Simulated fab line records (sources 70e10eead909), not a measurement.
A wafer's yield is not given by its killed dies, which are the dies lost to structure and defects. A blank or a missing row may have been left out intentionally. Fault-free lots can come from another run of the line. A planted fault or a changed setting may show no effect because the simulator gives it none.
Matching of chambers + flow nand-harc + rie-diel-02 running NHARC_A_M1_DESCUM_14: 4 sister chambers
The step chemistry O2, time 3 s. 20 wafers are shown with their chamber, then 10 later ones without.

## WAFERS, EACH WITH ITS CHAMBER
| wafer  | chamber | drypump-motor-current-A (A) | throttle-valve-pct (%) | rf-vpp-V (V) |
|--------|---------|-----------------------------|------------------------|--------------|
| L075.2 | 0       | 5.62                        | 11.298                 | 58.7         |
| L075.5 | 2       | 5.53                        | 11.314                 | 57.6         |
| L075.6 | 1       | 5.48                        | 11.303                 | 58.7         |
| L076.2 | 2       | 5.51                        | 11.310                 | 58.2         |
| L076.3 | 1       | 5.51                        | 11.318                 | 59.0         |
| L076.6 | 1       | 5.53                        | 11.318                 | 57.8         |
| L079.1 | 3       | 5.92                        | 11.299                 | 57.4         |
| L079.3 | 2       | 5.52                        | 11.313                 | 57.5         |
| L079.6 | 1       | 5.54                        | 11.317                 | 58.3         |
| L081.1 | 3       | 5.94                        | 11.313                 | 56.6         |
| L081.3 | 0       | 5.63                        | 11.310                 | 57.6         |
| L081.5 | 2       | 5.51                        | 11.313                 | 56.5         |
| L082.2 | 1       | 5.47                        | 11.306                 | 58.4         |
| L082.4 | 1       | 5.50                        | 11.305                 | 58.0         |
| L082.5 | 2       | 5.55                        | 11.307                 | 58.4         |
| L083.1 | 0       | 5.63                        | 11.300                 | 58.8         |
| L083.3 | 3       | 5.96                        | 11.311                 | 58.4         |
| L083.4 | 1       | 5.50                        | 11.314                 | 57.2         |
| L084.1 | 3       | 5.91                        | 11.302                 | 57.5         |
| L084.3 | 1       | 5.52                        | 11.304                 | 59.8         |

SIGNATURES, as means of the wafers listed above
| reading                 | chamber 0 | chamber 1 | chamber 2 | chamber 3 | scatter within a chamber |
|-------------------------|-----------|-----------|-----------|-----------|--------------------------|
| drypump-motor-current-A | 5.6267    | 5.5062    | 5.5240    | 5.9325    | 0.0204                   |
| throttle-valve-pct      | 11.30267  | 11.31062  | 11.31140  | 11.30625  | 0.00597                  |
| rf-vpp-V                | 58.367    | 58.400    | 57.640    | 57.475    | 0.754                    |
Rule: for each reading, subtract the chamber's mean from the wafer's reading, divide by that reading's scatter and square the result; add these up over the readings and take the root, which gives the wafer's distance from the chamber. The wafer belongs to the nearest chamber; if the next one is less than 2 further off, it can't be placed. How the scatter is found: for the shown wafers, subtract from each reading the mean of its chamber, square and add these, divide the total by (wafers less chambers), then take the root.

## WAFERS WITHOUT THEIR CHAMBER
| wafer  | drypump-motor-current-A (A) | throttle-valve-pct (%) | rf-vpp-V (V) |
|--------|-----------------------------|------------------------|--------------|
| L084.4 | 5.61                        | 11.304                 | 58.9         |
| L085.3 | 5.58                        | 11.307                 | 59.5         |
| L085.5 | 5.49                        | 11.309                 | 59.3         |
| L085.6 | 5.47                        | 11.304                 | 59.1         |
| L092.1 | 5.50                        | 11.330                 | 57.2         |
| L092.3 | 5.52                        | 11.311                 | 56.6         |
| L092.5 | 5.97                        | 11.315                 | 58.2         |
| L094.1 | 5.48                        | 11.325                 | 57.1         |
| L094.3 | 5.52                        | 11.306                 | 58.7         |
| L094.4 | 5.64                        | 11.318                 | 57.5         |

## EACH ONE'S CHAMBER
| wafer  | from the rows above          | in truth |
|--------|------------------------------|----------|
| L084.4 | 0                            | 0        |
| L085.3 | can't be placed: 0 or 2 or 1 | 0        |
| L085.5 | can't be placed: 1 or 2      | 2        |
| L085.6 | can't be placed: 1 or 2      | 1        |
| L092.1 | can't be placed: 2 or 1      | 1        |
| L092.3 | can't be placed: 2 or 1      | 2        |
| L092.5 | 3                            | 3        |
| L094.1 | can't be placed: 2 or 1      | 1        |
| L094.3 | can't be placed: 1 or 2      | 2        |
| L094.4 | 0                            | 0        |
Correct placement for 3 of the 10. From these rows, 7 cannot be placed; in 7 the true chamber is one of the candidates. Placed wrongly: 0.
